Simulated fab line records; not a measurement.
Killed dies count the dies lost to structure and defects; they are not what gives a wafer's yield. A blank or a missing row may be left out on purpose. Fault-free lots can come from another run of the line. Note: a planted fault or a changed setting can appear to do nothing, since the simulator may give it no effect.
fab line records	flow n5-finfet
record lots=7	wafers=21
route steps=1938 shown BEOL_M3@941 BEOL_M5@1116
start-h: hours from the record's opening day to when the first of the lot's shown wafers began	wait-h: how many hours have passed since the lot's step before this one	" unchanged from the row above	L1.1+2: one row covering several wafers at once	- value missing, or start not given	* or withheld: withheld	< > ~ a bound
route shown NAME@n: names a module that has steps shown in the file, with the first one's number in the route	usual: average and standard deviation across the fault-free wafers	same: alike in all rows	chamber/n: place in a boat	sites: per-site readings	_std_site: the values' standard deviation	_edge_site: the outer-site mean with the inner-site mean subtracted	radius-mm: how far each site lies from the wafer's centre	mask NAME#n: copy n	behind: the most recent tool/chamber to have shaped the wafer	hold: reason for holding the lot/hours on hold/outcome of the hold	device: whichever transistor did not switch (one of n, p or np)	end of line: at the end of the route, the tests of the same wafers	step lacking rows: just its recipe	killed: not the wafer's yield, but the dies lost to structure and defects at the first sort	map: per-die view of a wafer (x killed, . not killed, _ where there is no die)
set.NAME: the setting as run; set.NAME@STEP: as run at that earlier step	model.NAME: the simulator's own value behind a step, which no gauge read
lots with deliberately changed settings; one table per step, one row per wafer
## steps
# step N5_BEOL_M3_EXPOSE_08
# recipe mask-id=M3	na=0.33	source-shape=dipole	sigma-inner=0.369	sigma-outer=0.767	polarization=unpolarized	dose-mj=33
lot.wafer	tool	chamber	start-h	wait-h	mask	set.dose-mj
L075.3+4+5	euv-scanner-01	0	175.19	-	M3#0	33
L077.1+3+5	euv-scanner-02	0	177.29	-	M3#0	33
L080.1+4	euv-scanner-02	0	186.25	-	M3#0	35.17
L080.3	"	0	"	"	M3#0	33
L082.3	euv-scanner-01	0	199.06	-	M3#0	33
L082.4+5	"	0	"	"	M3#0	34.18
L087.4+5+6	euv-scanner-02	0	240.46	-	M3#0	33
L090.3+4+6	euv-scanner-01	0	263.60	-	M3#0	33
L091.2+3	euv-scanner-02	0	264.00	-	M3#0	33
L091.4	"	0	"	"	M3#0	31.27
# step N5_BEOL_M3_PEB_09
# recipe peb-temp-c=100	peb-time-s=60	resist=CAR-EUV
# step N5_BEOL_M3_DEVELOP_10
# recipe develop-time-s=30	developer=TMAH	resist=CAR-EUV	rinse-liquid=surfactant-rinse	dry=air-spin	dev-temp-c=23
# step N5_BEOL_M3_CD_MEAS_11
# recipe target-cd-nm=17.05	landing-energy-ev=500	detector=se-inlens	polarity=opening
# usual cd-nm=17.03/0.23
lot.wafer	tool	chamber	start-h	wait-h	set.dose-mj@BEOL_M3_EXPOSE_08	cd-nm
L075.3	cd-sem-02	0	175.31	-	33	17.22
L075.4	"	0	"	"	33	17.32
L075.5	"	0	"	"	33	17.09
L077.1	cd-sem-03	0	177.41	-	33	17.20
L077.3	"	0	"	"	33	17.26
L077.5	"	0	"	"	33	17.37
L080.1	cd-sem-01	0	186.38	-	35.17	18.05
L080.3	"	0	"	"	33	16.57
L080.4	"	0	"	"	35.17	18.46
L082.3	cd-sem-03	0	199.17	-	33	16.89
L082.4	"	0	"	"	34.18	17.31
L082.5	"	0	"	"	34.18	17.40
L087.4	cd-sem-03	0	240.57	-	33	17.12
L087.5	"	0	"	"	33	16.88
L087.6	"	0	"	"	33	16.96
L090.3	cd-sem-01	0	263.72	-	33	16.74
L090.4	"	0	"	"	33	16.78
L090.6	"	0	"	"	33	16.98
L091.2	cd-sem-03	0	264.12	-	33	16.95
L091.3	"	0	"	"	33	16.40
L091.4	"	0	"	"	31.27	15.50
# step N5_BEOL_M3_DESCUM_16
# recipe chemistry=O2	time-s=7	source-power-w=50	bias-power-w=20	pressure-mtorr=20	rf-frequency-hz=2.712e+07	temp-c=40	resist=CAR-EUV	o2-flow-sccm=225
# step N5_BEOL_M3_ETCH_74
# recipe chemistry=N2/H2	target=underlayer	target-depth-a=65	mask-material=CAR-EUV	time-s=5.2	ion-energy-ev=200	pressure-mtorr=30	source-w=840	bias-w=150	n2-flow-sccm=200	h2-flow-sccm=200	ends=cleared
lot.wafer	tool	chamber	start-h	wait-h	set.dose-mj@BEOL_M3_EXPOSE_08	model.BEOL_M3.cd-offset-nm
L075.3+4	rie-diel-01	0	176.33	0.0	33	-0.2
L075.5	"	1	"	"	33	0
L077.1+3+5	rie-diel-02	0,1,0	178.25	0.0	33	0
L080.1	rie-diel-01	1	186.63	0.0	35.17	1
L080.3	"	0	"	"	33	-0.4
L080.4	"	1	"	"	35.17	1.2
L082.3	rie-diel-01	3	200.39	0.0	33	-0.4
L082.4	"	3	"	"	34.18	0.2
L082.5	"	0	"	"	34.18	0.4
L087.4	rie-diel-01	2	240.73	0.0	33	-0.2
L087.5	"	1	"	"	33	-0.4
L087.6	"	2	"	"	33	0
L090.3	rie-diel-01	1	263.88	0.0	33	-0.4
L090.4+6	"	3,0	"	"	33	-0.2
L091.2	rie-diel-01	3	264.46	0.0	33	-0.2
L091.3	"	0	"	"	33	-0.4
L091.4	"	1	"	"	31.27	-1.2
# step N5_BEOL_M3_ETCH_63
# recipe chemistry=CF4	target=SiARC	target-depth-a=156	mask-material=CAR-EUV	time-s=26	ion-energy-ev=80	pressure-mtorr=40	source-w=545	bias-w=36	Ar_flow_sccm=100	cf4-flow-sccm=100	ends=cleared
lot.wafer	tool	chamber	start-h	wait-h	set.dose-mj@BEOL_M3_EXPOSE_08	model.BEOL_M3.cd-offset-nm
L075.3+5	rie-diel-01	0,1	176.34	0.0	33	-0.2
L075.4	"	0	"	"	33	-0.4
L077.1+5	rie-diel-02	0	178.26	0.0	33	0
L077.3	"	1	"	"	33	0.2
L080.1+4	rie-diel-01	1	186.64	0.0	35.17	1
L080.3	"	0	"	"	33	-0.4
L082.3	rie-diel-01	3	200.41	0.0	33	-0.2
L082.4+5	"	3,0	"	"	34.18	0.4
L087.4+6	rie-diel-01	2	240.75	0.0	33	0
L087.5	"	1	"	"	33	-0.4
L090.3	rie-diel-01	1	263.90	0.0	33	-0.6
L090.4	"	3	"	"	33	0
L090.6	"	0	"	"	33	-0.4
L091.2	rie-diel-01	3	264.47	0.0	33	-0.2
L091.3	"	0	"	"	33	-0.6
L091.4	"	1	"	"	31.27	-1.2
# step N5_BEOL_M3_ETCH_64
# recipe chemistry=N2/H2	target=SOC	target-depth-a=750	overetch-a=150	mask-material=SiARC	temp-c=40	time-s=112.5	ion-energy-ev=200	pressure-mtorr=30	source-w=840	bias-w=150	n2-flow-sccm=200	h2-flow-sccm=200
lot.wafer	tool	chamber	start-h	wait-h	set.dose-mj@BEOL_M3_EXPOSE_08	model.BEOL_M3.cd-offset-nm
L075.3+5	rie-diel-01	0,1	176.37	0.0	33	-0.2
L075.4	"	0	"	"	33	-0.4
L077.1+5	rie-diel-02	0	178.29	0.0	33	0
L077.3	"	1	"	"	33	0.2
L080.1+4	rie-diel-01	1	186.67	0.0	35.17	1
L080.3	"	0	"	"	33	-0.2
L082.3	rie-diel-01	3	200.44	0.0	33	-0.4
L082.4+5	"	3,0	"	"	34.18	0.2
L087.4+6	rie-diel-01	2	240.78	0.0	33	0
L087.5	"	1	"	"	33	-0.4
L090.3+6	rie-diel-01	1,0	263.93	0.0	33	-0.4
L090.4	"	3	"	"	33	-0.2
L091.2	rie-diel-01	3	264.50	0.0	33	-0.4
L091.3	"	0	"	"	33	-0.6
L091.4	"	1	"	"	31.27	-1.4
# step N5_BEOL_M3_TRENCH_ETCH_37
# recipe chemistry=C4F6/O2	target-depth-a=555.55	target=SiOC	time-s=29.2	ion-energy-ev=250	pressure-mtorr=30	source-w=355	bias-w=185	Ar_flow_sccm=300	C4F6_flow_sccm=10	O2_flow_sccm=10
lot.wafer	tool	chamber	start-h	wait-h	set.source-w	model.etch.depth-nm	model.BEOL_M3.feature-depth-nm
L075.3	rie-diel-01	0	-	-	324.6	53.87	53.8
L075.4	"	1	"	"	324.6	53.29	53.2
L075.5	"	0	"	"	355	55.54	55.6
L077.1	rie-diel-05	3	-	-	355	54.3	54.4
L077.3	"	1	"	"	355	54.47	54.4
L077.5	"	3	"	"	355	54.44	54.4
L080.1	rie-diel-01	3	-	-	315.3	52.51	52.6
L080.3	"	0	"	"	355	55.88	55.8
L080.4	"	0	"	"	355	55.78	55.8
L082.3	rie-diel-05	2	-	-	393.4	58.51	58.6
L082.4	"	1	"	"	393.4	57.54	57.6
L082.5	"	3	"	"	355	54.98	55
L087.4	rie-diel-02	1	-	-	301.8	52.6	52.6
L087.5	"	3	"	"	301.8	52.87	52.8
L087.6	"	0	"	"	355	54.01	54
L091.2	rie-diel-02	1	-	-	355	55.56	55.6
L091.3	"	0	"	"	355	53.96	54
L091.4	"	2	"	"	325.5	52.47	52.4
L090.3	rie-diel-05	1	-	-	399	58.15	58.2
L090.4	"	3	"	"	399	59.52	59.6
L090.6	"	1	"	"	355	55.76	55.8
# step N5_BEOL_M3_ETCH_41
# recipe chemistry=CH3F/O2	target=SiCN	target-depth-a=299	taper-deg=2	time-s=52.5	ion-energy-ev=120	mask-material=TiN	pressure-mtorr=30	source-w=395	bias-w=75	Ar_flow_sccm=150	CH3F_flow_sccm=30	O2_flow_sccm=20
lot.wafer	tool	chamber	start-h	wait-h	set.target-depth-a	model.etch.depth-nm
L075.3	rie-diel-01	0	-	-	299	20.1
L075.4	"	1	"	"	284.9	18.9
L075.5	"	0	"	"	299	19.97
L077.1	rie-diel-05	3	-	-	299	19.92
L077.3	"	1	"	"	299	19.76
L077.5	"	3	"	"	299	19.85
L080.1	rie-diel-01	3	-	-	299	20.03
L080.3	"	0	"	"	327.1	21.96
L080.4	"	0	"	"	299	20.05
L082.3	rie-diel-05	2	-	-	299	19.92
L082.4	"	1	"	"	286.5	18.76
L082.5	"	3	"	"	299	19.56
L087.4	rie-diel-02	1	-	-	299	20.05
L087.5	"	3	"	"	299	20.15
L087.6	"	0	"	"	299	19.37
L091.2	rie-diel-02	1	-	-	299	19.92
L091.3	"	0	"	"	312.7	20.25
L091.4	"	2	"	"	299	19.3
L090.3	rie-diel-05	1	-	-	299	19.9
L090.4	"	3	"	"	332.3	22.47
L090.6	"	1	"	"	299	19.83
# step N5_BEOL_M5_HM_DEP_02
# recipe material=TiN	target-thk-a=200	temp-c=25	chamber-pressure-pa=0.49996
lot.wafer	tool	chamber	start-h	wait-h	set.target-thk-a	model.TiN_of_BEOL_M5_HM_DEP_02.thk-nm
L075.3	pvd-sputter-03	-	212.31	3.0	193.1	19.2
L075.4	"	-	"	"	200	19.8
L075.5	"	-	"	"	200	19.6
L077.1+3+5	pvd-sputter-03	-	212.41	3.0	200	20
L080.1+3+4	pvd-sputter-02	-	238.14	1.5	200	20
L082.3	pvd-sputter-03	-	246.18	3.9	178.5	17.6
L082.4	"	-	"	"	200	20
L082.5	"	-	"	"	178.5	18
L087.4+6	pvd-sputter-01	-	273.03	0.6	200	20.4
L087.5	"	-	"	"	200	20.2
L091.2	pvd-sputter-02	-	306.32	2.1	185.8	18.8
L091.3	"	-	"	"	200	19.8
L091.4	"	-	"	"	200	20
L090.3	pvd-sputter-03	-	306.50	1.0	200	20
L090.4	"	-	"	"	208.9	21.2
L090.6	"	-	"	"	208.9	20.6
# step N5_BEOL_M5_COAT_60
# recipe resist=SiARC	temp-c=220	time-s=60	spin-rpm=1500	resist-thk-nm=12
lot.wafer	tool	chamber	start-h	wait-h	set.spin-rpm	model.SiARC_of_BEOL_M5_COAT_60.thk-nm
L075.3+4+5	litho-track-04	0	-	-	1500	12
L077.1+3+5	litho-track-03	0	-	-	1500	12
L080.1+4	litho-track-03	0	-	-	1500	12
L080.3	"	0	"	"	1374	12.6
L082.3+4	litho-track-02	0	-	-	1500	12
L082.5	"	0	"	"	1338	12.8
L087.4	litho-track-03	0	-	-	1500	12
L087.5+6	"	0	"	"	1560	11.8
L091.2	litho-track-03	0	-	-	1500	12
L091.3+4	"	0	"	"	1577	11.6
L090.3+4+6	litho-track-02	0	-	-	1500	12
# step N5_BEOL_M5_COAT_71
# recipe resist=underlayer	temp-c=205	time-s=60	spin-rpm=1500	resist-thk-nm=5
# step N5_BEOL_M5_COAT_05
# recipe resist=CAR-EUV	spin-rpm=1500	resist-thk-nm=30
# step N5_BEOL_M5_DESCUM_16
# recipe chemistry=O2	time-s=7	source-power-w=50	bias-power-w=20	pressure-mtorr=20	rf-frequency-hz=2.712e+07	temp-c=40	resist=CAR-EUV	o2-flow-sccm=225
# step N5_BEOL_M5_ETCH_72
# recipe chemistry=N2/H2	target=underlayer	target-depth-a=65	mask-material=CAR-EUV	time-s=5.2	ion-energy-ev=200	pressure-mtorr=30	source-w=840	bias-w=150	n2-flow-sccm=200	h2-flow-sccm=200	ends=cleared
# step N5_BEOL_M5_ETCH_61
# recipe chemistry=CF4	target=SiARC	target-depth-a=156	mask-material=CAR-EUV	time-s=26	ion-energy-ev=80	pressure-mtorr=40	source-w=545	bias-w=36	Ar_flow_sccm=100	cf4-flow-sccm=100	ends=cleared
lot.wafer	tool	chamber	start-h	wait-h	set.spin-rpm@BEOL_M5_COAT_60	model.etch.depth-nm
L075.3	rie-diel-01	3	213.12	0.0	1500	12
L075.4	"	3	"	"	1500	11.97
L075.5	"	2	"	"	1500	11.94
L077.1	rie-diel-02	0	213.29	0.0	1500	11.99
L077.3	"	2	"	"	1500	11.98
L077.5	"	0	"	"	1500	11.93
L080.1+4	rie-diel-01	0,2	238.71	0.0	1500	12
L080.3	"	3	"	"	1374	12.55
L082.3	rie-diel-05	0	246.75	0.0	1500	12.02
L082.4	"	0	"	"	1500	12.01
L082.5	"	2	"	"	1338	12.72
L087.4	rie-diel-02	2	273.72	0.0	1500	12.03
L087.5	"	2	"	"	1560	11.78
L087.6	"	1	"	"	1560	11.79
L091.2	rie-diel-01	3	306.99	0.0	1500	11.95
L091.3	"	2	"	"	1577	11.65
L091.4	"	1	"	"	1577	11.67
L090.3	rie-diel-02	0	307.07	0.0	1500	12
L090.4	"	1	"	"	1500	12.01
L090.6	"	2	"	"	1500	12.05
# step N5_BEOL_M5_ETCH_62
# recipe chemistry=N2/H2	target=SOC	target-depth-a=750	overetch-a=150	mask-material=SiARC	temp-c=40	time-s=112.5	ion-energy-ev=200	pressure-mtorr=30	source-w=840	bias-w=150	n2-flow-sccm=200	h2-flow-sccm=200
# step N5_BEOL_M5_STRIP_63
# recipe chemistry=N2/H2	temp-c=40	n2-flow-sccm=200	h2-flow-sccm=200	rf-frequency-hz=6e+07
# step N5_BEOL_M5_STRIP_73
# recipe chemistry=N2/H2	temp-c=40	n2-flow-sccm=200	h2-flow-sccm=200	rf-frequency-hz=6e+07
# step N5_BEOL_M5_STRIP_64
# recipe chemistry=CF4	resist=SiARC	power-w=300	bias-power-w=75	pressure-mtorr=50	cf4-flow-sccm=150	rf-frequency-hz=6e+07
# step N5_BEOL_M5_HM_OPEN_17
# recipe chemistry=Cl2/BCl3	target-depth-a=200	overetch-a=60	target=TiN	mask-material=SOC	ion-energy-ev=150	pressure-mtorr=10	icp-w=1000	bias-w=126	Cl2_flow_sccm=53.25	bcl3-flow-sccm=21.75	Ar_flow_sccm=25
lot.wafer	tool	chamber	start-h	wait-h	set.target-thk-a@BEOL_M5_HM_DEP_02	model.etch.depth-nm
L075.3	rie-metal-03	0	213.35	0.1	193.1	19.17
L075.4	"	1	"	"	200	19.81
L075.5	"	1	"	"	200	19.57
L077.1	rie-metal-03	1	213.49	0.0	200	20.09
L077.3	"	0	"	"	200	20.06
L077.5	"	0	"	"	200	20.04
L080.1	rie-metal-02	0	238.91	0.0	200	20.07
L080.3	"	0	"	"	200	20.06
L080.4	"	1	"	"	200	20
L082.3	rie-metal-03	1	247.00	0.1	178.5	17.62
L082.4	"	1	"	"	200	19.94
L082.5	"	1	"	"	178.5	18.04
L087.4	rie-metal-01	1	273.95	0.1	200	20.31
L087.5	"	1	"	"	200	20.16
L087.6	"	0	"	"	200	20.41
L091.2	rie-metal-02	1	307.18	0.0	185.8	18.72
L091.3	"	0	"	"	200	19.9
L091.4	"	1	"	"	200	19.95
L090.3	rie-metal-03	0	307.30	0.1	200	20.02
L090.4	"	1	"	"	208.9	21.14
L090.6	"	0	"	"	208.9	20.65
# step N5_BEOL_M5_TRENCH_ETCH_37
# recipe chemistry=C4F6/O2	target-depth-a=716.52	target=SiCOH_lowk	time-s=24.7	ion-energy-ev=250	pressure-mtorr=30	source-w=345	bias-w=185	Ar_flow_sccm=300	C4F6_flow_sccm=10	O2_flow_sccm=10
lot.wafer	tool	chamber	start-h	wait-h	set.time-s	model.etch.depth-nm	model.BEOL_M5.feature-depth-nm
L075.3	rie-diel-02	2	-	-	24.7	69.84	69.8
L075.4	"	0	"	"	24.7	69.86	69.8
L075.5	"	3	"	"	24.7	72.69	72.6
L077.1	rie-diel-05	0	-	-	24.7	69.51	69.6
L077.3	"	1	"	"	24.7	70.78	70.8
L077.5	"	0	"	"	24.7	70.23	70.2
L080.1	rie-diel-02	2	-	-	22.88	64.51	64.6
L080.3	"	3	"	"	24.7	71.9	71.8
L080.4	"	1	"	"	24.7	71.66	71.6
L082.3	rie-diel-01	3	-	-	24.7	71.66	71.6
L082.4	"	2	"	"	20.44	61.02	61
L082.5	"	1	"	"	20.44	59.41	59.4
L087.4	rie-diel-02	3	-	-	24.7	72.43	72.4
L087.5	"	3	"	"	24.7	71.94	72
L087.6	"	0	"	"	24.7	69.85	69.8
L091.2	rie-diel-01	2	-	-	22.47	66.97	67
L091.3	"	1	"	"	22.47	64.91	65
L091.4	"	1	"	"	24.7	70.78	70.8
L090.3	rie-diel-05	3	-	-	24.7	71.4	71.4
L090.4	"	1	"	"	24.7	70.03	70
L090.6	"	3	"	"	24.7	70.66	70.6
## key
split step=N5_BEOL_M3_EXPOSE_08	setting=dose-mj	stated=33	by=wafer
response step=N5_BEOL_M3_CD_MEAS_11	reading=cd-nm	change=+0.227	per=1%	r=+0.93
response step=N5_BEOL_M3_ETCH_74	reading=model.BEOL_M3.cd-offset-nm	change=+0.205	per=1%	r=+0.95
response step=N5_BEOL_M3_ETCH_63	reading=model.BEOL_M3.cd-offset-nm	change=+0.186	per=1%	r=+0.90
response step=N5_BEOL_M3_ETCH_64	reading=model.BEOL_M3.cd-offset-nm	change=+0.177	per=1%	r=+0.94
split step=N5_BEOL_M3_TRENCH_ETCH_37	setting=source-w	stated=355	by=wafer
response step=N5_BEOL_M3_TRENCH_ETCH_37	reading=model.etch.depth-nm	change=+0.214	per=1%	r=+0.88
response step=N5_BEOL_M3_TRENCH_ETCH_37	reading=model.BEOL_M3.feature-depth-nm	change=+0.217	per=1%	r=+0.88
split step=N5_BEOL_M3_ETCH_41	setting=target-depth-a	stated=299	by=wafer
response step=N5_BEOL_M3_ETCH_41	reading=model.etch.depth-nm	change=+0.217	per=1%	r=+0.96
split step=N5_BEOL_M5_HM_DEP_02	setting=target-thk-a	stated=200	by=wafer
response step=N5_BEOL_M5_HM_DEP_02	reading=model.TiN_of_BEOL_M5_HM_DEP_02.thk-nm	change=+0.188	per=1%	r=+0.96
response step=N5_BEOL_M5_HM_OPEN_17	reading=model.etch.depth-nm	change=+0.187	per=1%	r=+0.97
split step=N5_BEOL_M5_COAT_60	setting=spin-rpm	stated=1500	by=wafer
response step=N5_BEOL_M5_COAT_60	reading=model.SiARC_of_BEOL_M5_COAT_60.thk-nm	change=-0.072	per=1%	r=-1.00
response step=N5_BEOL_M5_ETCH_61	reading=model.etch.depth-nm	change=-0.0642	per=1%	r=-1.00
split step=N5_BEOL_M5_TRENCH_ETCH_37	setting=time-s	stated=24.7	by=wafer
response step=N5_BEOL_M5_TRENCH_ETCH_37	reading=model.etch.depth-nm	change=+0.68	per=1%	r=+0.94
response step=N5_BEOL_M5_TRENCH_ETCH_37	reading=model.BEOL_M5.feature-depth-nm	change=+0.675	per=1%	r=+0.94
